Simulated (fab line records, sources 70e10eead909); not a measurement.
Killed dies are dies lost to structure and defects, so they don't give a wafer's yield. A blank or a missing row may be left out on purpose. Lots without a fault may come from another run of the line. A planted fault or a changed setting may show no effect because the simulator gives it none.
Which tool did it? | flow nand_harc | 14 lots, 42 wafers sampled, at 5 steps of a route of 1302

WHAT THE GAUGES READ, wafer by wafer
NHARC_THIN_TSV_CD_MEAS_33: target cd 5000 nm. Usual: cd_nm 5000.2 nm, standard deviation 2.2.
lot  | measured     | on        | cd_nm (nm)           | flag
L429 | day 24 16:37 | cd_sem-01 | 4998.5 5001.3 5000.8 |
L431 | day 24 19:00 | cd_sem-02 | 5000.8 4999.3 4999.4 |
L432 | day 25 08:30 | cd_sem-03 | 5002.9 5002.7 5001.0 |
L433 | day 25 09:43 | cd_sem-02 | 4999.4 5001.7 5000.5 |
L434 | day 26 07:43 | cd_sem-03 | 4995.7 4996.1 4999.4 |
L445 | day 30 05:24 | cd_sem-01 | 4998.0 4998.5 5001.9 |
L447 | day 31 03:02 | cd_sem-03 | 5001.2 5002.0 5001.7 |
L446 | day 31 14:11 | cd_sem-01 | 4997.5 5001.5 5001.7 |
L449 | day 32 00:37 | cd_sem-03 | 4999.6 4996.2 4999.9 |
L450 | day 33 01:40 | cd_sem-02 | 5003.7 4998.8 5001.9 |
L451 | day 33 19:23 | cd_sem-03 | 4997.1 4997.8 4996.8 |
L452 | day 34 14:40 | cd_sem-03 | 5000.9 4997.7 5001.0 |

NHARC_END_SORT_01. Usual: killed_at_array 56, standard deviation 17; killed_at_other 0.9, standard deviation 1.2; killed_at_periphery 3.9, standard deviation 2.5; killed_dies 61, standard deviation 17; killed_open 3.2, standard deviation 1.8; killed_short 2.7, standard deviation 1.7.
lot  | measured     | on        | killed_at_array | killed_at_other | killed_at_periphery | killed_dies | killed_open | killed_short | flag
L429 | day 25 09:36 | prober-02 | 60 66 64        | 2 1 3           | 5 1 4               | 67 68 71    | 3 2 2       | 7 0 3        |
L432 | day 25 18:27 | prober-01 | 62 79 71        | 2 5 4           | 4 5 6               | 68 89 81    | 2 5 3       | 2 1 2        |
L438 | day 28 20:20 | prober-02 | 677 673 675     | 0 0 0           | 0 4 2               | 677 677 677 | 5 2 4       | 1 5 2        | OFF
L439 | day 28 14:19 | prober-01 | 674 675 675     | 1 1 1           | 2 1 1               | 677 677 677 | 3 3 1       | 2 3 4        | OFF
L445 | day 30 16:13 | prober-01 | 24 29 40        | 0 0 0           | 5 4 6               | 29 33 46    | 3 3 4       | 2 3 3        |
L450 | day 33 10:43 | prober-01 | 22 25 23        | 2 5 0           | 4 5 3               | 28 35 26    | 0 4 4       | 2 1 2        |
L451 | day 34 08:16 | prober-02 | 71 77 39        | 0 0 0           | 7 5 6               | 78 82 45    | 6 4 3       | 4 4 4        |
L452 | day 35 01:07 | prober-01 | 43 80 38        | 0 1 1           | 6 5 5               | 49 86 44    | 0 2 4       | 3 6 1        |

WHICH TOOL RAN EACH LOT (tool, then ch and the chambers of the sampled wafers, then the start)
lot  | NHARC_A_STAIRCASE_CVD_552   | NHARC_THIN_TSV_DEP_43           | NHARC_THIN_TSV_STRIP_62
L429 | lpcvd-01 ch 1, day 18 01:18 | pecvd-03 ch 0,2, day 24 09:43   | plasma_asher-01 ch 0,1, day 24 13:16
L431 | lpcvd-01 ch 1, day 18 07:49 | pecvd-03 ch 0,1,2, day 24 12:05 | plasma_asher-02 ch 1, day 24 15:38
L432 | lpcvd-02 ch 0, day 18 21:41 | pecvd-03 ch 0,1,2, day 25 01:49 | plasma_asher-01 ch 0,1, day 25 05:11
L433 | lpcvd-02 ch 0, day 19 01:32 | pecvd-04 ch 0,1,2, day 25 02:58 | plasma_asher-02 ch 0,1, day 25 06:26
L434 | lpcvd-01 ch 0, day 19 17:10 | pecvd-04 ch 1,2, day 26 01:10   | plasma_asher-01 ch 0,1, day 26 04:34
L438 | lpcvd-02 ch 1, day 21 14:14 | -                               | -
L439 | lpcvd-02 ch 1, day 21 20:12 | -                               | -
L445 | lpcvd-01 ch 0, day 23 23:14 | pecvd-03 ch 0,1, day 29 22:31   | plasma_asher-02 ch 0,1, day 30 02:09
L447 | lpcvd-01 ch 1, day 24 12:42 | pecvd-01 ch 0,1, day 30 20:10   | plasma_asher-01 ch 0,1, day 30 23:44
L446 | lpcvd-01 ch 0, day 24 15:55 | pecvd-04 ch 0,2, day 31 07:35   | plasma_asher-01 ch 0,1, day 31 10:54
L449 | lpcvd-01 ch 1, day 25 19:09 | pecvd-04 ch 0,1,2, day 31 17:55 | plasma_asher-01 ch 0,1, day 31 21:16
L450 | lpcvd-02 ch 1, day 26 18:16 | pecvd-01 ch 0,1,2, day 32 19:01 | plasma_asher-01 ch 0,1, day 32 22:19
L451 | lpcvd-01 ch 0, day 26 23:30 | pecvd-03 ch 1,2, day 33 12:55   | plasma_asher-01 ch 1, day 33 16:07
L452 | lpcvd-02 ch 1, day 27 18:07 | pecvd-03 ch 0,1,2, day 34 08:07 | plasma_asher-01 ch 0, day 34 11:30
- NHARC_A_STAIRCASE_CVD_552: deposits SiNx, target thk 40 nm.
- NHARC_THIN_TSV_DEP_43: deposits SiO2, target thk 1328.5 nm.
- NHARC_THIN_TSV_STRIP_62: strips in N2/H2, time 20 s.

WHAT THE TOOLS THEMSELVES READ (means of the sampled wafers that have a number; where no wafer has one, the mark that the record gives instead)
NHARC_A_STAIRCASE_CVD_552. Usual: zone_power_bottom_pct 16.5 %, standard deviation 1.
lot  | tool     | zone_power_bottom_pct (%) | flag
L429 | lpcvd-01 | 15.4                      |
L431 | lpcvd-01 | 15.5                      |
L432 | lpcvd-02 | 15.9                      |
L433 | lpcvd-02 | 16.0                      |
L434 | lpcvd-01 | 16.6                      |
L438 | lpcvd-02 | 18.4                      |
L439 | lpcvd-02 | 18.5                      |
L445 | lpcvd-01 | 16.5                      |
L447 | lpcvd-01 | 15.3                      |
L446 | lpcvd-01 | 16.4                      |
L449 | lpcvd-01 | 15.5                      |
L450 | lpcvd-02 | 18.1                      |
L451 | lpcvd-01 | 16.7                      |
L452 | lpcvd-02 | 18.4                      |

NHARC_THIN_TSV_DEP_43. Usual: mfc_precursor_sccm 161.3 sccm, standard deviation 0.51; showerhead_vpp_V 1824 V, standard deviation 80; throttle_valve_pct 15.7 %, standard deviation 0.51.
lot  | tool     | mfc_precursor_sccm (sccm) | showerhead_vpp_V (V) | throttle_valve_pct (%) | flag
L429 | pecvd-03 | 161.6                     | 1842                 | 15.5                   |
L431 | pecvd-03 | 161.7                     | 1848                 | 15.7                   |
L432 | pecvd-03 | 161.4                     | 1836                 | 15.6                   |
L433 | pecvd-04 | 161.0                     | 1831                 | 15.2                   |
L434 | pecvd-04 | 161.5                     | 1792                 | 15.8                   |
L445 | pecvd-03 | 161.8                     | 1798                 | 16.2                   |
L447 | pecvd-01 | 161.6                     | 1794                 | 15.9                   |
L446 | pecvd-04 | 160.7                     | 1914                 | 15.0                   |
L449 | pecvd-04 | 161.0                     | 1836                 | 15.4                   |
L450 | pecvd-01 | 161.4                     | 1794                 | 15.8                   |
L451 | pecvd-03 | 161.5                     | 1864                 | 16.0                   |
L452 | pecvd-03 | 161.4                     | 1840                 | 15.9                   |

NHARC_THIN_TSV_STRIP_62. Usual: drypump_motor_current_A 5.9 A, standard deviation 0.67; heater_power_w 313 W, standard deviation 22.
lot  | tool            | drypump_motor_current_A (A) | heater_power_w (W) | flag
L429 | plasma_asher-01 | 5.4                         | 329                |
L431 | plasma_asher-02 | 6.6                         | 273                |
L432 | plasma_asher-01 | 5.8                         | 312                |
L433 | plasma_asher-02 | 6.3                         | 305                |
L434 | plasma_asher-01 | 5.4                         | 324                |
L445 | plasma_asher-02 | 6.3                         | 307                |
L447 | plasma_asher-01 | 5.4                         | 327                |
L446 | plasma_asher-01 | 5.4                         | 328                |
L449 | plasma_asher-01 | 5.8                         | 320                |
L450 | plasma_asher-01 | 5.8                         | 321                |
L451 | plasma_asher-01 | 4.9                         | 336                |
L452 | plasma_asher-01 | 6.3                         | 314                |

THE ANSWER, worked out from the rows above alone
Rule: a lot is off if the mean of its wafers that have a number lies more than 3 standard deviations from the usual mean. A lot without any number at a reading at which 4 lots or more have one is off too. The other lots that the step has rows for count as sound. The gauges are gone through in route order, then the tools' own readings, and for those a lot's mean is taken as printed above. The first step at which some lot is off is used, and at that step the reading that is off furthest; a lot without a number counts as furthest.
Off: L438, L439, at NHARC_END_SORT_01 (killed_at_array). Neither off nor sound, because the step has no rows for them: L431, L433, L434, L447, L446, L449.
A tool fits if, at a process step before that reading, it ran every lot that is off, and no sound lot after the first of them. The gauges at NHARC_END_SORT_01 are tried like those tools. None of those tried fits.

WHAT THE SIMULATOR HAD PUT IN
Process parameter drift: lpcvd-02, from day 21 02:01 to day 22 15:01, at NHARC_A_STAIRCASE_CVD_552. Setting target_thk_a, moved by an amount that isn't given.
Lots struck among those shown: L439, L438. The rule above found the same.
